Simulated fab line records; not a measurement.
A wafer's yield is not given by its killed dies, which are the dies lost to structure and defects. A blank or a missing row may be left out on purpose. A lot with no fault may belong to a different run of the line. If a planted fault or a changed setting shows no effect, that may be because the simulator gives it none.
2 desks looking at one fault | flow n5 finfet | what lay behind the numbers comes last; until then each desk has only its own

== AT THE TOOL OWNER'S DESK: pecvd-04 ==
The tool's own readings at N5_BEOL_M4_PECVD_72 (deposits SiO2 from TEOS/O2, target thk 16 nm, time 18 s): means of the sampled wafers that have a number, for each lot that ran on this tool. A lot is out of limits, marked OUT, if its mean lies more than 4 standard deviations from the usual mean; the brackets give that distance.
Columns: A = chamber pressure Torr at N5_BEOL_M4_PECVD_72, usual 5.498 Torr; B = heater power w at N5_BEOL_M4_PECVD_72, usual 714 W; C = showerhead plenum p Torr at N5_BEOL_M4_PECVD_72, usual 8.80 Torr; D = susceptor temp C at N5_BEOL_M4_PECVD_72, usual 400.00 C; E = throttle valve pct at N5_BEOL_M4_PECVD_72, usual 22.4 %
lot  | first seen here | A     | B   | C    | D                 | E
L434 | day 7 08:28     | 5.496 | 770 | 8.79 | 399.85            | 23.4
L441 | day 9 21:49     | 5.495 | 721 | 8.81 | 399.90            | 22.9
L442 | day 9 23:09     | 5.498 | 748 | 8.81 | 399.89            | 23.8
L443 | day 10 06:13    | 5.499 | 718 | 8.82 | 399.86            | 21.8
L448 | day 11 02:55    | 5.500 | 751 | 8.80 | 401.64 (+6.6) OUT | 23.6
L447 | day 11 09:20    | 5.503 | 735 | 8.82 | 401.22 (+4.9) OUT | 22.7
This desk's verdict: out of limits on L447, L448, starting with L448 at day 11 02:55 (susceptor temp C at N5_BEOL_M4_PECVD_72). L434, L441, L442, L443 stayed within limits.

== METROLOGY DESK ==
Means of the sampled wafers that have a number, per lot and without regard to the tool the lot ran on: this is what the gauges read. A lot is out of limits, marked OUT, if its mean lies more than 4 standard deviations from the usual mean; the brackets give that distance. Of its 11 readings 7 are shown: those that lie furthest out on some lot.
Columns: A = M4_ILD_THK at N5_BEOL_M4_THK_MEAS_01, usual 78.7 nm; B = IOFF_P at N5_BEOL_M4_RC_MEAS_101, usual 0.21 nA/um; C = ION_N at N5_BEOL_M4_RC_MEAS_101, usual 677 uA/um; D = ION_P at N5_BEOL_M4_RC_MEAS_101, usual 464 uA/um; E = SS_P at N5_BEOL_M4_RC_MEAS_101, usual 73.3 mV/dec; F = VT_N at N5_BEOL_M4_RC_MEAS_101, usual 250 mV; G = VT_P at N5_BEOL_M4_RC_MEAS_101, usual -251 mV
lot  | first seen here | A    | B    | C   | D   | E    | F   | G
L434 | day 7 08:26     | 77.9 | 0.28 | 681 | 469 | 74.0 | 248 | -244
L435 | day 7 14:12     | 79.3 | 0.31 | 702 | 482 | 74.5 | 245 | -245
L437 | day 8 00:28     | 80.0 | 0.30 | 689 | 482 | 73.2 | 245 | -241
L440 | day 9 18:13     | 78.6 | 0.15 | 663 | 458 | 72.9 | 257 | -255
L441 | day 9 21:47     | 76.7 | 0.18 | 674 | 465 | 71.8 | 251 | -252
L442 | day 9 23:07     | 79.4 | 0.22 | 675 | 461 | 73.4 | 251 | -251
L443 | day 10 06:11    | 79.5 | 0.24 | 681 | 471 | 73.5 | 251 | -249
L448 | day 11 02:52    | 81.2 | 0.21 | 664 | 452 | 73.9 | 250 | -253
L447 | day 11 09:18    | 79.1 | 0.25 | 679 | 465 | 74.1 | 250 | -250
L452 | day 12 09:26    | 79.9 | 0.17 | 665 | 447 | 73.0 | 253 | -255
This desk's finding: nothing out of limits on any of the 10 lots.

== TAKEN TOGETHER ==
At day 11 02:55, on L447, L448, the tool owner's desk was in a position to raise an alarm.
Nothing out of limits was seen by the metrology desk.
The metrology desk has L447, L448 on record, within its limits.
N5_BEOL_M4_PECVD_72 was run on pecvd-04 by each of the lots named.

== WHAT THE SIMULATOR HAD PUT IN ==
pecvd-04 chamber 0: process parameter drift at N5_BEOL_M4_PECVD_72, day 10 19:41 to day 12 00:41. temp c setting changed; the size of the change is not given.
Struck lots among those shown: L447, L448.
Each desk's first reading out of limits, in hours after the fault started: the tool owner's desk, 7.
